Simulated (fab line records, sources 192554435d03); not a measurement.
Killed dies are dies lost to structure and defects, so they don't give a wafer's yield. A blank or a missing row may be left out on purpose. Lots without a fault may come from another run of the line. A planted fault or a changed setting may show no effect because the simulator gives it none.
Chamber matching | flow n5_finfet | N5_BEOL_M4_DEP_57 on pecvd-02: 3 sister chambers
The step deposits SiCN from 3MS/NH3, target thk 8 nm, time 14 s. 6 wafers are shown with their chamber, then 9 later ones without.

WAFERS WITH THEIR CHAMBER
wafer  | chamber | throttle_valve_pct (%) | showerhead_plenum_p_Torr (Torr)
L081.2 | 0       | 9.6                    | 3.667
L083.3 | 1       | 8.8                    | 3.666
L083.6 | 2       | 8.7                    | 3.669
L084.1 | 1       | 8.8                    | 3.660
L084.5 | 2       | 8.8                    | 3.667
L084.6 | 0       | 9.4                    | 3.664

WAFERS WITHOUT THEIR CHAMBER
wafer  | throttle_valve_pct (%) | showerhead_plenum_p_Torr (Torr)
L090.3 | 9.7                    | 3.663
L090.4 | 9.1                    | 3.652
L090.6 | 9.7                    | 3.671
L096.1 | 8.8                    | 3.657
L096.2 | 9.7                    | 3.676
L096.5 | 8.9                    | 3.659
L095.2 | 9.9                    | 3.673
L095.3 | 8.6                    | 3.663
L095.5 | 8.9                    | 3.659

WHICH CHAMBER EACH WENT THROUGH
wafer  | from the rows above          | in truth
L090.3 | 0                            | 0
L090.4 | can't be placed: 1 or 0 or 2 | 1
L090.6 | 0                            | 0
L096.1 | can't be placed: 1 or 2      | 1
L096.2 | 0                            | 0
L096.5 | can't be placed: 1 or 2      | 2
L095.2 | 0                            | 0
L095.3 | can't be placed: 1 or 2      | 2
L095.5 | can't be placed: 1 or 2      | 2
Placed correctly: 4 of 9. Can't be placed from these rows: 5 (the true chamber is among the candidates in 5). Placed wrongly: 0.
How it was worked out, from the rows above alone: a wafer's distance from a chamber is the root of the sum, over the readings, of the square of ((its reading less the chamber's mean) divided by the reading's scatter). The wafer belongs to the nearest chamber; if the next one is less than 2 further off, it can't be placed. A chamber's mean is the mean of its shown wafers. The scatter: the root of (the sum of the squares of (reading less its chamber's mean) over the shown wafers, divided by (wafers less chambers)).
